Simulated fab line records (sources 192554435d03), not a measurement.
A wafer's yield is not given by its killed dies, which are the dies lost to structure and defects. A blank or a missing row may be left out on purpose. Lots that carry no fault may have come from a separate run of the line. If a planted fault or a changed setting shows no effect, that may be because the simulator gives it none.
Split-lot study | flow n5 finfet | on a route of 1938 steps: 7 lots, 39 wafers read

## ON THE SPLIT
At N5_FIN_CUT_ETCH_21 (etches SOC in N2/H2, target depth 219 nm, overetch 43.8 nm, time 523.5 s), the setting bias w was moved away from the recipe's 61 W on 18 of the 39 wafers read, by -11.4% to +17.2%. This setting was run at the recipe's value on the other wafers.

Reading taken at the split's own step.

## THE READING
rf vpp V, in V, at N5_FIN_CUT_ETCH_21 (etches SOC in N2/H2, target depth 219 nm, overetch 43.8 nm, time 523.5 s). A value of 240.8 V with a standard deviation of 1.5 V is what fault-free wafers of this fab line usually give.

wafer  | tool, chamber at the split | bias w as run, W | against the recipe | rf vpp V, V | against lot-mates on the recipe
L078.1 | rie diel-02, 1             | 61               | recipe             | 238.9       | -
L078.2 | rie diel-02, 0             | 61               | recipe             | 242.0       | -
L078.3 | rie diel-02, 2             | 61               | recipe             | 240.8       | -
L078.4 | rie diel-02, 1             | 68.83            | +12.8%             | 256.8       | +16.2
L078.5 | rie diel-02, 2             | 68.83            | +12.8%             | 258.2       | +17.6
L078.6 | rie diel-02, 0             | 68.83            | +12.8%             | 261.1       | +20.5
L081.1 | rie diel-05, 2             | 61               | recipe             | 241.2       | -
L081.2 | rie diel-05, 1             | 61               | recipe             | 240.8       | -
L081.3 | rie diel-05, 3             | 66.69            | +9.3%              | 253.5       | +11.5
L081.4 | rie diel-05, 0             | 66.69            | +9.3%              | 254.8       | +12.8
L081.5 | rie diel-05, 1             | 61               | recipe             | 244.1       | -
L081.6 | rie diel-05, 2             | 66.69            | +9.3%              | 256.4       | +14.4
L083.1 | rie diel-02, 0             | 61               | recipe             | 242.8       | -
L083.2 | rie diel-02, 3             | 61               | recipe             | 241.1       | -
L083.3 | rie diel-02, 2             | 67.41            | +10.5%             | 256.1       | +14.4
L083.4 | rie diel-02, 0             | 61               | recipe             | 241.3       | -
L083.5 | rie diel-02, 3             | 67.41            | +10.5%             | 257.6       | +15.9
L083.6 | rie diel-02, 2             | 67.41            | +10.5%             | 254.7       | +13.0
L084.1 | rie diel-05, 0             | 61               | recipe             | 240.7       | -
L084.2 | rie diel-05, 2             | 54.06            | -11.4%             | 225.5       | -15.6
L084.3 | rie diel-05, 1             | 54.06            | -11.4%             | 224.4       | -16.7
L084.4 | rie diel-05, 3             | 54.06            | -11.4%             | 223.4       | -17.7
L084.5 | rie diel-05, 3             | 61               | recipe             | 240.7       | -
L084.6 | rie diel-05, 0             | 61               | recipe             | 241.8       | -
L086.2 | rie diel-06, 0             | 61               | recipe             | 238.4       | -
L086.3 | rie diel-06, 1             | 61               | recipe             | 241.7       | -
L086.6 | rie diel-06, 1             | 61               | recipe             | 241.4       | -
L092.1 | rie diel-06, 0             | 54.21            | -11.1%             | 221.9       | -18.7
L092.2 | rie diel-06, 1             | 61               | recipe             | 240.0       | -
L092.3 | rie diel-06, 3             | 61               | recipe             | 240.0       | -
L092.4 | rie diel-06, 2             | 54.21            | -11.1%             | 225.0       | -15.6
L092.5 | rie diel-06, 2             | 54.21            | -11.1%             | 222.9       | -17.7
L092.6 | rie diel-06, 1             | 61               | recipe             | 241.8       | -
L095.1 | rie diel-05, 3             | 71.5             | +17.2%             | 267.8       | +27.5
L095.2 | rie diel-05, 1             | 61               | recipe             | 241.1       | -
L095.3 | rie diel-05, 2             | 71.5             | +17.2%             | 267.8       | +27.5
L095.4 | rie diel-05, 0             | 71.5             | +17.2%             | 266.4       | +26.1
L095.5 | rie diel-05, 3             | 61               | recipe             | 240.3       | -
L095.6 | rie diel-05, 0             | 61               | recipe             | 239.5       | -

FIT RESULTS
A straight line over all 39 wafers: rf vpp V changes by +1.49 V for each +1% of bias w; r = +0.99; the points scatter about the line by 1.4 V.
The same after taking each lot's own level away (the mean of its wafers on the recipe; 39 wafers): +1.49 V for each +1%; r = +0.99; scatter 1.4 V.
That fit puts the effect of the largest move of bias w on the reading at 26 V.
The lots' own levels span 240.30 to 242.03 V, that is 1.2 times the standard deviation above.
The two slopes are in agreement: the lot-to-lot level therefore moves the slope only a little.
Check: with one of the wafers moved furthest among these (+17.2%) left out of the fit, the line predicts +25.2 V for it against its lot-mates. Against them it came out at +27.5 V.
Tool readings at the split's step, against how far the setting was moved: rf vpp V r = +0.99.

## OTHER SPLITS APPLIED TO THESE WAFERS
Before the reading, these wafers also passed through other splits. Each is held against what the fit with the lots' levels taken away leaves over:
other split on the same wafers     | wafers away from the commonest value | r with rf vpp V (lot level and that fit taken away)
N5_WELL_APT_EXPOSE_05 dose mj      | 12                                   | +0.08
N5_FIN_SAQP_ETCH_69 target depth a | 15                                   | -0.11

## THE WHOLE CHAIN: every reading that the file lists as answering this split, in the file's order
step               | what it does                                                             | reading                                                                          | change (the file's fit)                | r (the file's)
N5_FIN_CUT_ETCH_21 | etches SOC in N2/H2, target depth 219 nm, overetch 43.8 nm, time 523.5 s | rf vpp V                                                                         | +1.48 V for each +1% of the setting    | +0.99
N5_FIN_CUT_ETCH_21 | etches SOC in N2/H2, target depth 219 nm, overetch 43.8 nm, time 523.5 s | SiARC_of_FIN_CUT_COAT_19.thk nm (the simulator's own value, which no gauge read) | -0.0535 nm for each +1% of the setting | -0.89

## FILE'S OWN FIT
rf vpp V changes by +1.48 V for each +1% of bias w, r = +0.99.
